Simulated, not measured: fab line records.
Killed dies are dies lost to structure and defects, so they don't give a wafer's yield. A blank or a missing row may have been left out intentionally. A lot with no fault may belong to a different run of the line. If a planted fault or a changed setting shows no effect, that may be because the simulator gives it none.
Matching of chambers -- flow nandHarc -- 4 sister chambers for NHARC_P_ZERO_WELL_ETCH_65 on rieDiel-03
The step etches the open film in N2/H2, target depth 80 nm, overetch 24 nm, time 87.88 s. 16 wafers are shown with their chamber, then 8 later ones without.

== WAFERS PAIRED WITH THEIR CHAMBERS ==
wafer,chamber,drypumpMotorCurrentA (A),showerheadPlenumPTorr (Torr),rfVppV (V)
L077.3,1,5.2,1.90,427.0
L077.4,0,6.1,1.90,426.0
L077.5,1,5.2,1.90,425.5
L078.3,2,6.8,2.12,433.7
L078.5,3,6.1,2.15,434.2
L078.6,0,6.1,1.90,426.0
L079.1,1,5.2,1.90,426.7
L079.5,0,6.1,1.90,427.1
L079.6,1,5.2,1.90,427.4
L082.2,0,6.1,1.89,426.3
L082.3,2,6.9,2.12,433.0
L082.5,1,5.2,1.89,427.9
L084.1,0,6.1,1.89,426.0
L084.2,1,5.2,1.89,425.8
L084.6,2,6.8,2.12,433.4
L090.3,1,5.2,1.89,426.2

SIGNATURES (means of the wafers above)
reading,chamber 0,chamber 1,chamber 2,chamber 3,scatter within a chamber
drypumpMotorCurrentA,6.100,5.200,6.833,6.100,0.0236
showerheadPlenumPTorr,1.8960,1.8957,2.1200,2.1500,0.00493
rfVppV,426.280,426.643,433.367,434.200,0.686
Rule: a wafer's distance from a chamber is the root of the sum, over the readings, of the square of ((its reading less the chamber's mean) divided by the reading's scatter). If the next closest chamber is less than 2 further off than the closest, the wafer can't be placed; otherwise it belongs to the closest. How the scatter is found: for the shown wafers, subtract from each reading the mean of its chamber, square and add these, divide the total by (wafers less chambers), then take the root.

== WAFERS WITHOUT THEIR CHAMBER ==
wafer,drypumpMotorCurrentA (A),showerheadPlenumPTorr (Torr),rfVppV (V)
L090.4,6.1,2.13,432.5
L090.5,5.2,1.89,426.4
L091.1,6.8,2.11,432.1
L091.2,5.2,1.89,425.2
L091.6,6.8,2.11,433.4
L093.1,6.9,2.11,433.7
L093.4,6.1,1.88,425.9
L093.5,6.9,2.11,431.3

== EACH ONE'S CHAMBER ==
wafer,from the rows above,in truth
L090.4,3,3
L090.5,1,1
L091.1,2,2
L091.2,1,1
L091.6,2,2
L093.1,2,2
L093.4,0,0
L093.5,2,2
Correctly placed: 8 of 8. Number that these rows cannot place: 0. Number placed wrongly: 0.
